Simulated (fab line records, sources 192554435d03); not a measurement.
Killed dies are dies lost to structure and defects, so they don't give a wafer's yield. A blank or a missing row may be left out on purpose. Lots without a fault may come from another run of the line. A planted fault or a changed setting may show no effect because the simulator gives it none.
Chamber matching | flow n5_finfet | N5_BEOL_M6_ETCH_72 on rie_diel-01: 4 sister chambers
The step etches underlayer in N2/H2, target depth 6.5 nm, time 5.2 s. 4 wafers are shown with their chamber, then 10 later ones without.

WAFERS WITH THEIR CHAMBER
wafer  | chamber | showerhead_plenum_p_Torr (Torr)
L085.2 | 2       | 2.58
L085.3 | 1       | 2.43
L092.1 | 0       | 2.51
L092.2 | 3       | 2.45

WAFERS WITHOUT THEIR CHAMBER
wafer  | showerhead_plenum_p_Torr (Torr)
L092.5 | 2.43
L091.1 | 2.45
L091.4 | 2.51
L091.5 | 2.58
L094.2 | 2.57
L094.3 | 2.44
L094.6 | 2.42
L096.1 | 2.42
L096.4 | 2.44
L096.5 | 2.57

WHICH CHAMBER EACH WENT THROUGH
wafer  | from the rows above     | in truth
L092.5 | 1                       | 1
L091.1 | 3                       | 3
L091.4 | 0                       | 0
L091.5 | 2                       | 2
L094.2 | 2                       | 2
L094.3 | can't be placed: 1 or 3 | 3
L094.6 | 1                       | 1
L096.1 | 1                       | 1
L096.4 | can't be placed: 1 or 3 | 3
L096.5 | 2                       | 2
Placed correctly: 8 of 10. Can't be placed from these rows: 2 (the true chamber is among the candidates in 2). Placed wrongly: 0.
How it was worked out, from the rows above alone: a wafer's distance from a chamber is the root of the sum, over the readings, of the square of ((its reading less the chamber's mean) divided by the reading's scatter). The wafer belongs to the nearest chamber; if the next one is less than 2 further off, it can't be placed. A chamber's mean is the mean of its shown wafers. The scatter: with one shown wafer a chamber, the root of the mean of the squares of how far each hidden wafer lies from its nearest shown one.
